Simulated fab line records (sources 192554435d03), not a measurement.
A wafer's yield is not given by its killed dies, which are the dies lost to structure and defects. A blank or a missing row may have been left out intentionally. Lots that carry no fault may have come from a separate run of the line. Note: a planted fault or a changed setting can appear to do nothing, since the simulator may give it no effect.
What tool caused it?	flow n5Finfet	21 lots with 63 wafers sampled at 6 steps, on a route of 1938 steps

WHAT THE GAUGES READ, wafer by wafer
No reading from a measuring or inspecting step in the record can be judged against a usual standard deviation.

WHAT TOOL EACH LOT RAN ON (gives the tool, then ch and the chambers of the sampled wafers, and finally the start)
lot	N5_FIN_SAQP_PECVD_47	N5_FIN_SAQP_ETCH_52	N5_FIN_SAQP_SPACER1_ETCHBACK_25	N5_FIN_SAQP_SPACER2_ALD_28	N5_FIN_SAQP_SPACER2_ETCHBACK_29	N5_FIN_SAQP_ETCH_64
L074	pecvd-02 ch 0,1,2, day 1 20:37	rieDiel-01 ch 0,1,2, day 1 21:22	rieDiel-02 ch 0,2,3, day 1 23:13	aldSin-02 ch 1,2,3, day 2 01:08	rieDiel-01 ch 0,1,3, day 2 01:30	rieSi-05 ch 0,2,3, day 2 01:59
L075	pecvd-01 ch 0,1, day 2 02:26	rieDiel-01 ch 0,1,3, day 2 03:17	rieDiel-01 ch 0,1, day 2 05:06	aldSin-04 ch 2,3, day 2 06:22	rieDiel-02 ch 2,3, day 2 06:41	rieSi-02 ch 0,2,3, day 2 07:34
L076	pecvd-04 ch 0,1, day 2 10:40	rieDiel-04 ch 0,2,3, day 2 11:40	rieDiel-02 ch 0,3, day 2 14:10	aldSin-04 ch 1,3, day 2 15:30	rieDiel-01 ch 0,3, day 2 15:50	rieSi-05 ch 0,1,3, day 2 16:21
L077	pecvd-02 ch 0,1, day 2 15:11	rieDiel-02 ch 2,3, day 2 15:57	rieDiel-02 ch 0,3, day 2 17:40	aldSin-01 ch 0,1,2, day 2 18:56	rieDiel-04 ch 0,3, day 2 19:16	rieSi-02 ch 1,2, day 2 19:46
L079	pecvd-04 ch 0,1,2, day 3 03:32	rieDiel-02 ch 1,2, day 3 04:30	rieDiel-01 ch 0,2,3, day 3 06:23	aldSin-04 ch 1,2, day 3 07:44	rieDiel-02 ch 1,2,3, day 3 08:05	rieSi-05 ch 1,2,3, day 3 08:35
L080	pecvd-01 ch 1,2, day 3 09:25	rieDiel-04 ch 0,1, day 3 10:58	rieDiel-02 ch 1,3, day 3 13:04	aldSin-04 ch 0,2, day 3 14:38	rieDiel-02 ch 2,3, day 3 15:07	rieSi-05 ch 1,3, day 3 15:38
L081	pecvd-04 ch 0,1,2, day 3 15:00	rieDiel-01 ch 0,1, day 3 15:50	rieDiel-01 ch 1,3, day 3 17:34	aldSin-02 ch 1,2,3, day 3 19:04	rieDiel-01 ch 1,2,3, day 3 19:24	rieSi-02 ch 0,1,3, day 3 19:54
L082	pecvd-02 ch 1,2, day 3 21:08	rieDiel-04 ch 0,2, day 3 21:59	rieDiel-02 ch 2,3, day 3 23:47	aldSin-01 ch 1,3, day 4 01:32	rieDiel-04 ch 0,1, day 4 01:52	rieSi-05 ch 1,2,3, day 4 02:22
L083	pecvd-01 ch 0,2, day 4 02:58	rieDiel-04 ch 0,1,2, day 4 03:52	rieDiel-01 ch 1,2,3, day 4 05:39	aldSin-04 ch 0,1,3, day 4 06:59	rieDiel-04 ch 0,1,2, day 4 07:22	rieSi-02 ch 0,1, day 4 07:52
L084	pecvd-01 ch 0,2, day 4 09:01	rieDiel-04 ch 1,2, day 4 09:52	rieDiel-01 ch 0,2,3, day 4 12:05	aldSin-02 ch 0,1,3, day 4 13:19	rieDiel-04 ch 0,2, day 4 13:38	rieSi-02 ch 0,1,3, day 4 14:08
L085	pecvd-02 ch 0,1, day 4 14:53	rieDiel-02 ch 0,1, day 4 15:53	rieDiel-04 ch 0,1, day 4 17:37	aldSin-02 ch 0,2, day 4 18:55	rieDiel-02 ch 1,3, day 4 19:15	rieSi-05 ch 1,2, day 4 19:47
L086	pecvd-02 ch 0,1, day 4 20:41	rieDiel-01 ch 1,2, day 4 21:33	rieDiel-01 ch 1,3, day 5 00:32	aldSin-02 ch 0,2, day 5 02:01	rieDiel-04 ch 0,1,3, day 5 02:21	rieSi-05 ch 0,1, day 5 02:52
L087	pecvd-01 ch 1,2, day 5 04:00	rieDiel-01 ch 2,3, day 5 05:01	rieDiel-02 ch 2,3, day 5 06:44	aldSin-02 ch 1,2, day 5 08:50	rieDiel-01 ch 1,2,3, day 5 09:10	rieSi-05 ch 0,3, day 5 09:40
L088	pecvd-01 ch 0,2, day 5 09:28	rieDiel-01 ch 1,2,3, day 5 10:11	rieDiel-02 ch 1,2, day 5 11:59	aldSin-04 ch 0,2, day 5 14:03	rieDiel-04 ch 0,2,3, day 5 14:22	rieSi-02 ch 0,1,3, day 5 14:53
L090	pecvd-02 ch 1,2, day 5 21:10	rieDiel-02 ch 0,2,3, day 5 22:01	rieDiel-04 ch 1,2, day 6 00:05	aldSin-04 ch 0,1,3, day 6 01:19	rieDiel-02 ch 0,1,2, day 6 01:39	rieSi-05 ch 1,2,3, day 6 02:16
L091	pecvd-04 ch 0,1, day 6 02:49	rieDiel-01 ch 0,3, day 6 03:41	rieDiel-04 ch 1,2,3, day 6 05:34	aldSin-02 ch 0,1,2, day 6 07:11	rieDiel-01 ch 0,1, day 6 07:39	rieSi-05 ch 1,2, day 6 08:10
L093	pecvd-02 ch 0,1,2, day 6 14:36	rieDiel-02 ch 0,1,2, day 6 15:28	rieDiel-02 ch 0,3, day 6 17:30	aldSin-02 ch 0,1,3, day 6 19:09	rieDiel-01 ch 0,2, day 6 19:29	rieSi-05 ch 1,3, day 6 20:05
L094	pecvd-04 ch 0,2, day 6 21:13	rieDiel-02 ch 0,3, day 6 21:56	rieDiel-01 ch 0,1,3, day 6 23:41	aldSin-04 ch 0,1, day 7 00:58	rieDiel-04 ch 0,1,3, day 7 01:17	rieSi-03 ch 2,3, day 7 01:47
L095	pecvd-04 ch 0,1, day 7 03:11	rieDiel-01 ch 0,1,2, day 7 03:58	rieDiel-01 ch 0,1,2, day 7 05:41	aldSin-01 ch 2,3, day 7 07:07	rieDiel-02 ch 1,2,3, day 7 07:26	rieSi-03 ch 0,1,2, day 7 07:56
L096	pecvd-01 ch 1,2, day 7 09:07	rieDiel-01 ch 1,2, day 7 10:11	rieDiel-02 ch 0,1,2, day 7 12:02	aldSin-04 ch 0,1,3, day 7 13:22	rieDiel-02 ch 0,2,3, day 7 13:42	rieSi-05 ch 2,3, day 7 14:13
L097	pecvd-02 ch 0,1,2, day 7 14:54	rieDiel-04 ch 0,1,3, day 7 15:44	rieDiel-02 ch 0,1,3, day 7 17:34	aldSin-04 ch 0,1,3, day 7 18:47	rieDiel-04 ch 0,1,2, day 7 19:10	rieSi-02 ch 0,1,2, day 7 19:41
- N5_FIN_SAQP_PECVD_47: deposits a-Si from SiH4/He, target thk 45 nm, time 36.3 s.
- N5_FIN_SAQP_ETCH_52: etches SOC in N2/H2, target depth 100 nm, overetch 20 nm, time 150 s.
- N5_FIN_SAQP_SPACER1_ETCHBACK_25: etches SiO2 in CHF3/O2, target depth 24.4 nm, time 12.2 s.
- N5_FIN_SAQP_SPACER2_ALD_28: deposits SiO2, target thk 8.1 nm, pulse time 1 s, purge time 2 s.
- N5_FIN_SAQP_SPACER2_ETCHBACK_29: etches SiO2 in CHF3/O2, target depth 12.2 nm, time 6.1 s.
- N5_FIN_SAQP_ETCH_64: etches SiO2 in CF4, target depth 1.5 nm.

WHAT THE TOOLS THEMSELVES READ (means of the sampled wafers that have a number; where no wafer has one, the mark that the record gives instead)
N5_FIN_SAQP_PECVD_47. Usual: chamberPressureTorr 3.001 Torr, standard deviation 0.0056; heaterPowerW 833 W, standard deviation 93; showerheadPlenumPTorr 5.67 Torr, standard deviation 0.05; throttleValvePct 18.1 %, standard deviation 0.87.
lot	tool	chamberPressureTorr (Torr)	heaterPowerW (W)	showerheadPlenumPTorr (Torr)	throttleValvePct (%)	flag
L074	pecvd-02	2.997	857	5.67	17.3	
L075	pecvd-01	2.994	859	5.65	18.4	
L076	pecvd-04	3.001	780	5.71	19.0	
L077	pecvd-02	2.992	821	5.67	17.8	
L079	pecvd-04	2.997	811	5.70	18.9	
L080	pecvd-01	2.997	763	5.66	18.0	
L081	pecvd-04	2.998	797	5.71	18.7	
L082	pecvd-02	3.000	854	5.66	17.5	
L083	pecvd-01	3.002	909	5.68	17.6	
L084	pecvd-01	3.002	991	5.66	17.8	
L085	pecvd-02	3.006	762	5.65	18.3	
L086	pecvd-02	3.002	765	5.65	18.1	
L087	pecvd-01	3.000	809	5.65	18.0	
L088	pecvd-01	3.000	945	5.67	18.0	
L090	pecvd-02	3.001	744	5.64	18.0	
L091	pecvd-04	3.006	768	5.66	19.7	
L093	pecvd-02	3.003	836	5.66	18.1	
L094	pecvd-04	3.003	845	5.75	18.3	
L095	pecvd-04	2.999	719	5.71	19.1	
L096	pecvd-01	3.001	796	5.68	17.8	
L097	pecvd-02	2.994	843	5.66	17.6	

N5_FIN_SAQP_ETCH_52. Usual: drypumpMotorCurrentA 5.6 A, standard deviation 0.47; h2FlowSccm 199.8 sccm, standard deviation 0.65; oesProductAu 0.70 a.u., standard deviation 0.072; rfVppV 524.1 V, standard deviation 2.8; showerheadPlenumPTorr 2.55 Torr, standard deviation 0.1; throttleValvePct 17.79 %, standard deviation 0.19.
lot	tool	drypumpMotorCurrentA (A)	h2FlowSccm (sccm)	oesProductAu (a.u.)	rfVppV (V)	showerheadPlenumPTorr (Torr)	throttleValvePct (%)	flag
L074	rieDiel-01	5.5	200.1	0.66	522.6	2.49	17.95	
L075	rieDiel-01	5.0	199.5	0.74	525.0	2.59	17.74	
L076	rieDiel-04	5.8	200.2	0.73	522.6	2.50	17.73	
L077	rieDiel-02	5.8	200.8	0.65	524.0	2.58	17.91	
L079	rieDiel-02	5.7	199.7	0.71	520.9	2.46	17.81	
L080	rieDiel-04	6.2	199.7	0.65	524.5	2.55	17.92	
L081	rieDiel-01	5.2	199.4	0.66	523.2	2.52	17.90	
L082	rieDiel-04	5.7	199.9	0.75	521.3	2.46	17.60	
L083	rieDiel-04	6.0	199.6	0.70	522.3	2.51	17.77	
L084	rieDiel-04	6.2	199.9	0.71	525.1	2.58	17.73	
L085	rieDiel-02	5.6	198.9	0.71	522.3	2.48	17.65	
L086	rieDiel-01	6.0	200.2	0.77	525.9	2.65	17.83	
L087	rieDiel-01	5.4	198.9	0.81	528.6	2.71	17.63	
L088	rieDiel-01	5.5	200.1	0.75	526.5	2.65	17.78	
L090	rieDiel-02	5.6	199.9	0.65	524.9	2.53	17.89	
L091	rieDiel-01	4.9	199.4	0.75	526.4	2.64	17.66	
L093	rieDiel-02	5.6	199.6	0.67	522.0	2.47	17.83	
L094	rieDiel-02	5.4	200.0	0.65	525.1	2.56	17.73	
L095	rieDiel-01	5.5	200.1	0.70	525.0	2.58	17.87	
L096	rieDiel-01	6.0	200.1	0.74	526.1	2.64	17.85	
L097	rieDiel-04	6.0	199.7	0.72	526.0	2.63	17.84	

N5_FIN_SAQP_SPACER1_ETCHBACK_25. Usual: drypumpMotorCurrentA 5.6 A, standard deviation 0.46; oes_f_703_au 0.79 a.u., standard deviation 0.079; oesProductAu 0.78 a.u., standard deviation 0.087; rfVppV 522 V, standard deviation 10; showerheadPlenumPTorr 2.43 Torr, standard deviation 0.089; throttleValvePct 18.84 %, standard deviation 0.17.
lot	tool	drypumpMotorCurrentA (A)	oes_f_703_au (a.u.)	oesProductAu (a.u.)	rfVppV (V)	showerheadPlenumPTorr (Torr)	throttleValvePct (%)	flag
L074	rieDiel-02	5.6	0.76	0.75	516	2.41	18.86	
L075	rieDiel-01	5.0	0.74	0.75	533	2.41	18.93	
L076	rieDiel-02	5.6	0.76	0.73	522	2.48	18.75	
L077	rieDiel-02	5.5	0.76	0.73	522	2.48	18.75	
L079	rieDiel-01	5.4	0.87	0.89	530	2.52	18.72	
L080	rieDiel-02	5.6	0.77	0.75	526	2.46	18.77	
L081	rieDiel-01	5.2	0.79	0.78	525	2.43	18.80	
L082	rieDiel-02	5.7	0.74	0.71	518	2.44	18.90	
L083	rieDiel-01	5.5	0.86	0.86	528	2.50	18.73	
L084	rieDiel-01	5.4	0.85	0.87	530	2.51	18.73	
L085	rieDiel-04	6.2	0.72	0.71	513	2.41	18.97	
L086	rieDiel-01	5.2	0.77	0.77	526	2.43	18.83	
L087	rieDiel-02	5.8	0.72	0.71	512	2.36	19.03	
L088	rieDiel-02	5.8	0.75	0.74	511	2.31	19.02	
L090	rieDiel-04	6.2	0.78	0.77	510	2.44	18.95	
L091	rieDiel-04	6.0	0.79	0.79	514	2.42	18.87	
L093	rieDiel-02	5.4	0.75	0.73	519	2.45	18.81	
L094	rieDiel-01	5.0	0.76	0.77	527	2.44	18.85	
L095	rieDiel-01	5.5	0.76	0.78	533	2.44	18.93	
L096	rieDiel-02	5.6	0.75	0.74	514	2.34	18.93	
L097	rieDiel-02	5.5	0.76	0.74	521	2.41	18.82	

N5_FIN_SAQP_SPACER2_ALD_28. Usual: chamberPressureTorr 2.001 Torr, standard deviation 0.0044; heaterPowerW 491 W, standard deviation 39; precursorPulseHeightRel 0.998, standard deviation 0.018.
lot	tool	chamberPressureTorr (Torr)	heaterPowerW (W)	precursorPulseHeightRel	flag
L074	aldSin-02	1.996	478	0.996	
L075	aldSin-04	2.005	508	0.989	
L076	aldSin-04	2.002	461	1.007	
L077	aldSin-01	2.000	491	0.999	
L079	aldSin-04	2.000	528	0.993	
L080	aldSin-04	2.005	534	1.002	
L081	aldSin-02	1.997	477	0.989	
L082	aldSin-01	2.001	491	0.992	
L083	aldSin-04	1.997	475	1.003	
L084	aldSin-02	1.997	488	1.001	
L085	aldSin-02	2.001	539	0.993	
L086	aldSin-02	2.002	532	0.993	
L087	aldSin-02	2.003	495	0.995	
L088	aldSin-04	1.998	517	1.003	
L090	aldSin-04	1.998	473	1.002	
L091	aldSin-02	2.000	510	0.999	
L093	aldSin-02	2.003	483	1.007	
L094	aldSin-04	2.003	477	0.985	
L095	aldSin-01	1.999	444	0.987	
L096	aldSin-04	2.001	476	0.994	
L097	aldSin-04	2.003	472	0.994	

N5_FIN_SAQP_SPACER2_ETCHBACK_29. Usual: drypumpMotorCurrentA 5.7 A, standard deviation 0.43; oes_f_703_au 0.79 a.u., standard deviation 0.09; oesProductAu 0.79 a.u., standard deviation 0.094; rfVppV 521 V, standard deviation 9.8; showerheadPlenumPTorr 2.42 Torr, standard deviation 0.091; throttleValvePct 18.83 %, standard deviation 0.17.
lot	tool	drypumpMotorCurrentA (A)	oes_f_703_au (a.u.)	oesProductAu (a.u.)	rfVppV (V)	showerheadPlenumPTorr (Torr)	throttleValvePct (%)	flag
L074	rieDiel-01	5.0	0.83	0.83	526	2.45	18.77	
L075	rieDiel-02	5.7	0.75	0.73	519	2.44	18.86	
L076	rieDiel-01	4.9	0.82	0.83	529	2.46	18.77	
L077	rieDiel-04	5.8	0.76	0.76	523	2.38	18.79	
L079	rieDiel-02	5.8	0.77	0.76	518	2.39	18.87	
L080	rieDiel-02	5.7	0.74	0.72	517	2.44	18.89	
L081	rieDiel-01	5.5	0.86	0.88	529	2.50	18.73	
L082	rieDiel-04	5.9	0.71	0.70	520	2.33	18.91	
L083	rieDiel-04	5.9	0.78	0.76	515	2.37	18.85	
L084	rieDiel-04	5.7	0.76	0.76	523	2.30	18.81	
L085	rieDiel-02	5.7	0.76	0.75	526	2.45	18.78	
L086	rieDiel-04	6.0	0.73	0.73	518	2.39	18.90	
L087	rieDiel-01	5.5	0.84	0.85	528	2.50	18.75	
L088	rieDiel-04	5.7	0.79	0.78	519	2.36	18.80	
L090	rieDiel-02	5.6	0.76	0.75	514	2.35	18.91	
L091	rieDiel-01	5.2	0.71	0.73	531	2.38	19.00	
L093	rieDiel-01	5.4	0.77	0.79	536	2.46	18.92	
L094	rieDiel-04	6.0	0.82	0.82	520	2.48	18.80	
L095	rieDiel-02	5.7	0.74	0.73	518	2.38	18.92	
L096	rieDiel-02	5.6	0.73	0.71	516	2.40	18.93	
L097	rieDiel-04	5.9	0.84	0.84	518	2.46	18.78	

N5_FIN_SAQP_ETCH_64. Usual: drypumpMotorCurrentA 5.8 A, standard deviation 0.37; oesProductAu 0.995 a.u., standard deviation 0.017; throttleValvePct 21.83 %, standard deviation 0.28.
lot	tool	drypumpMotorCurrentA (A)	oesProductAu (a.u.)	throttleValvePct (%)	flag
L074	rieSi-05	6.0	1.005	21.99	
L075	rieSi-02	5.6	0.999	21.61	
L076	rieSi-05	5.8	0.996	21.83	
L077	rieSi-02	6.0	0.999	21.79	
L079	rieSi-05	6.0	1.001	21.87	
L080	rieSi-05	5.8	1.011	21.72	
L081	rieSi-02	5.9	1.012	21.80	
L082	rieSi-05	6.0	0.989	21.87	
L083	rieSi-02	6.0	0.999	21.56	
L084	rieSi-02	5.9	1.009	21.78	
L085	rieSi-05	5.8	0.987	21.88	
L086	rieSi-05	5.6	0.999	21.85	
L087	rieSi-05	6.0	1.007	21.83	
L088	rieSi-02	5.9	1.005	21.79	
L090	rieSi-05	6.0	1.000	21.88	
L091	rieSi-05	5.9	0.990	22.04	
L093	rieSi-05	5.9	1.002	21.71	
L094	rieSi-03	4.9	0.968	21.60	
L095	rieSi-03	5.1	0.963	21.69	
L096	rieSi-05	6.2	1.001	21.86	
L097	rieSi-02	5.9	0.985	21.58	

THE ANSWER, worked out from the rows above alone
Rule: a lot is off if the mean of its wafers that have a number lies more than 3 standard deviations from the usual mean. A lot without any number at a reading at which 4 lots or more have one is off too. The other lots that the step has rows for count as sound. Order of review: gauges by route order, followed by the tools' own readings, for which a lot's mean as printed above is used. At the first step where some lot is off, the reading lying furthest off is the one used; lots without a number count as furthest.
No lot is off on any of the readings shown, so nothing can be concluded from this.

WHAT WAS PUT IN BY THE SIMULATOR
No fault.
